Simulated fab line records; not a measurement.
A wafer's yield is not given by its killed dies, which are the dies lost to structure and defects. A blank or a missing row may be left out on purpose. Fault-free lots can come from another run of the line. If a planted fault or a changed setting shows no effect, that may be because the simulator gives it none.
Matching of chambers    flow n5-finfet    3 sister chambers for N5_BEOL_M9_PECVD_70 on pecvd-02
The step deposits SiO2 from TEOS/O2, target thk 20 nm, time 22.7 s. 16 wafers are shown with their chamber, then 8 later ones without.

## WAFERS, EACH WITH ITS CHAMBER
wafer   chamber  throttle-valve-pct (%)  heater-power-w (W)  showerhead-plenum-p-Torr (Torr)
L077.1  0        24.5                    592                 8.77
L077.2  2        21.4                    626                 8.82
L077.6  2        21.5                    639                 8.83
L078.1  2        21.7                    686                 8.79
L078.4  2        21.8                    690                 8.80
L078.6  0        24.5                    676                 8.79
L082.1  0        24.1                    687                 8.77
L082.3  1        22.6                    757                 8.85
L082.5  1        22.6                    759                 8.84
L083.1  0        24.4                    637                 8.78
L083.2  1        22.4                    764                 8.81
L083.5  1        22.3                    754                 8.82
L085.1  2        21.9                    698                 8.78
L085.2  1        22.6                    750                 8.86
L085.6  2        21.8                    685                 8.81
L087.1  0        24.4                    593                 8.79

SIGNATURES (means of the wafers above)
reading                   chamber 0  chamber 1  chamber 2  scatter within a chamber
throttle-valve-pct        24.380     22.500     21.683     0.17
heater-power-w            637.00     756.80     670.67     31.2
showerhead-plenum-p-Torr  8.7800     8.8360     8.8050     0.0173
Rule: a wafer lies at a distance from a chamber equal to the root of the sum of squares, over the readings, of (its reading less the chamber's mean, divided by the reading's scatter). The wafer belongs to the nearest chamber; if the next one is less than 2 further off, it can't be placed. The scatter: take each reading less its chamber's mean, square it, sum over the shown wafers, divide by the number of wafers less the number of chambers, and take the root.

## WAFERS MISSING THEIR CHAMBER
wafer   throttle-valve-pct (%)  heater-power-w (W)  showerhead-plenum-p-Torr (Torr)
L087.2  21.9                    658                 8.79
L087.3  22.4                    707                 8.84
L093.1  24.5                    649                 8.80
L093.2  22.0                    592                 8.80
L093.3  22.7                    753                 8.85
L095.1  22.5                    778                 8.85
L095.3  21.8                    699                 8.80
L095.6  22.0                    698                 8.79

## EACH ONE'S CHAMBER
wafer   from the rows above  in truth
L087.2  2                    2
L087.3  1                    1
L093.1  0                    0
L093.2  2                    2
L093.3  1                    1
L095.1  1                    1
L095.3  2                    2
L095.6  2                    2
Placed correctly: 8 of 8. Left unplaced by these rows: 0. Number placed wrongly: 0.
